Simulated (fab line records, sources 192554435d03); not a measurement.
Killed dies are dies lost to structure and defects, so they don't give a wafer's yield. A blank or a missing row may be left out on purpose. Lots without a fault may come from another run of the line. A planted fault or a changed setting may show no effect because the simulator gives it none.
Chamber matching | flow n5_finfet | N5_BEOL_M0_SAQP_DESCUM_45 on rie_diel-05: 4 sister chambers
The step chemistry O2, time 7 s. 22 wafers are shown with their chamber, then 11 later ones without.

WAFERS WITH THEIR CHAMBER
wafer  | chamber | showerhead_plenum_p_Torr (Torr) | throttle_valve_pct (%) | oes_product_au (a.u.)
L075.2 | 3       | 2.19                            | 20.24                  | 0.75
L075.4 | 2       | 2.15                            | 20.72                  | 0.73
L075.5 | 3       | 2.19                            | 20.23                  | 0.75
L076.1 | 2       | 2.15                            | 20.72                  | 0.73
L076.3 | 3       | 2.19                            | 20.22                  | 0.76
L076.4 | 0       | 1.97                            | 20.54                  | 0.72
L077.1 | 1       | 2.14                            | 20.49                  | 0.91
L077.4 | 3       | 2.19                            | 20.23                  | 0.76
L077.6 | 0       | 1.97                            | 20.56                  | 0.72
L080.1 | 2       | 2.15                            | 20.75                  | 0.71
L080.2 | 1       | 2.14                            | 20.49                  | 0.89
L080.4 | 3       | 2.19                            | 20.24                  | 0.75
L081.1 | 2       | 2.15                            | 20.74                  | 0.72
L081.2 | 3       | 2.18                            | 20.25                  | 0.74
L081.3 | 1       | 2.14                            | 20.50                  | 0.88
L082.1 | 1       | 2.14                            | 20.48                  | 0.88
L082.2 | 2       | 2.15                            | 20.74                  | 0.72
L082.6 | 1       | 2.14                            | 20.51                  | 0.88
L083.1 | 2       | 2.15                            | 20.75                  | 0.72
L083.2 | 1       | 2.14                            | 20.47                  | 0.88
L083.4 | 0       | 1.97                            | 20.58                  | 0.71
L087.2 | 1       | 2.13                            | 20.51                  | 0.86

SIGNATURES (means of the wafers above)
reading                  | chamber 0 | chamber 1 | chamber 2 | chamber 3 | scatter within a chamber
showerhead_plenum_p_Torr | 1.9700    | 2.1386    | 2.1500    | 2.1883    | 0.00306
throttle_valve_pct       | 20.5600   | 20.4929   | 20.7367   | 20.2350   | 0.0142
oes_product_au           | 0.7167    | 0.8829    | 0.7217    | 0.7517    | 0.0105
Rule: a wafer's distance from a chamber is the root of the sum, over the readings, of the square of ((its reading less the chamber's mean) divided by the reading's scatter). The wafer belongs to the nearest chamber; if the next one is less than 2 further off, it can't be placed. The scatter: the root of (the sum of the squares of (reading less its chamber's mean) over the shown wafers, divided by (wafers less chambers)).

WAFERS WITHOUT THEIR CHAMBER
wafer  | showerhead_plenum_p_Torr (Torr) | throttle_valve_pct (%) | oes_product_au (a.u.)
L087.4 | 1.97                            | 20.57                  | 0.70
L087.6 | 2.18                            | 20.26                  | 0.73
L089.1 | 2.13                            | 20.50                  | 0.87
L089.5 | 2.13                            | 20.49                  | 0.87
L089.6 | 1.97                            | 20.59                  | 0.70
L090.1 | 2.13                            | 20.52                  | 0.86
L090.3 | 2.14                            | 20.76                  | 0.70
L090.5 | 2.13                            | 20.52                  | 0.86
L094.2 | 2.13                            | 20.52                  | 0.85
L094.5 | 2.13                            | 20.52                  | 0.84
L094.6 | 1.97                            | 20.58                  | 0.70

WHICH CHAMBER EACH WENT THROUGH
wafer  | from the rows above | in truth
L087.4 | 0                   | 0
L087.6 | 3                   | 3
L089.1 | 1                   | 1
L089.5 | 1                   | 1
L089.6 | 0                   | 0
L090.1 | 1                   | 1
L090.3 | 2                   | 2
L090.5 | 1                   | 1
L094.2 | 1                   | 1
L094.5 | 1                   | 1
L094.6 | 0                   | 0
Placed correctly: 11 of 11. Can't be placed from these rows: 0. Placed wrongly: 0.
